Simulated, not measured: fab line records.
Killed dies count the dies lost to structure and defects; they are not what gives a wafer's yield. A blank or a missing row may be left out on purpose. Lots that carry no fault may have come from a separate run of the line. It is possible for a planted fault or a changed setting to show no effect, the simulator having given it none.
Matching of chambers	flow nandHarc	NHARC_A_STAIRCASE_DEP_325 on pecvd-03: 3 sister chambers
The step deposits SiO2, target thk 7200 nm. 3 wafers are shown with their chamber, then 12 later ones without.

WAFERS WITH THEIR CHAMBER
wafer	chamber	heaterPowerW (W)
L083.3	0	581
L090.2	2	687
L090.6	1	562

WAFERS MISSING THEIR CHAMBER
wafer	heaterPowerW (W)
L092.2	652
L092.5	642
L092.6	592
L095.2	678
L095.3	716
L095.6	586
L096.2	725
L096.3	560
L096.5	639
L097.3	741
L097.5	653
L097.6	574

WHICH CHAMBER EACH WENT THROUGH
wafer	from the rows above	in truth
L092.2	can't be placed: 2 or 0 or 1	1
L092.5	can't be placed: 2 or 0 or 1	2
L092.6	can't be placed: 0 or 1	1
L095.2	2	2
L095.3	2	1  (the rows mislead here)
L095.6	can't be placed: 0 or 1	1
L096.2	2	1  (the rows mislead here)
L096.3	can't be placed: 1 or 0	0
L096.5	can't be placed: 2 or 0 or 1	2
L097.3	2	2
L097.5	can't be placed: 2 or 0 or 1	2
L097.6	can't be placed: 0 or 1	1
2 of 12 placed correctly. From these rows, 8 cannot be placed; in 8 the true chamber is one of the candidates. Placed wrongly: 2.
How it was worked out, from the rows above alone: a wafer's distance from a chamber is the root of the sum, over the readings, of the square of ((its reading less the chamber's mean) divided by the reading's scatter). If the next closest chamber is less than 2 further off than the closest, the wafer can't be placed; otherwise it belongs to the closest. A chamber's mean is the mean of its shown wafers. The scatter: with one shown wafer a chamber, the root of the mean of the squares of how far each hidden wafer lies from its nearest shown one.
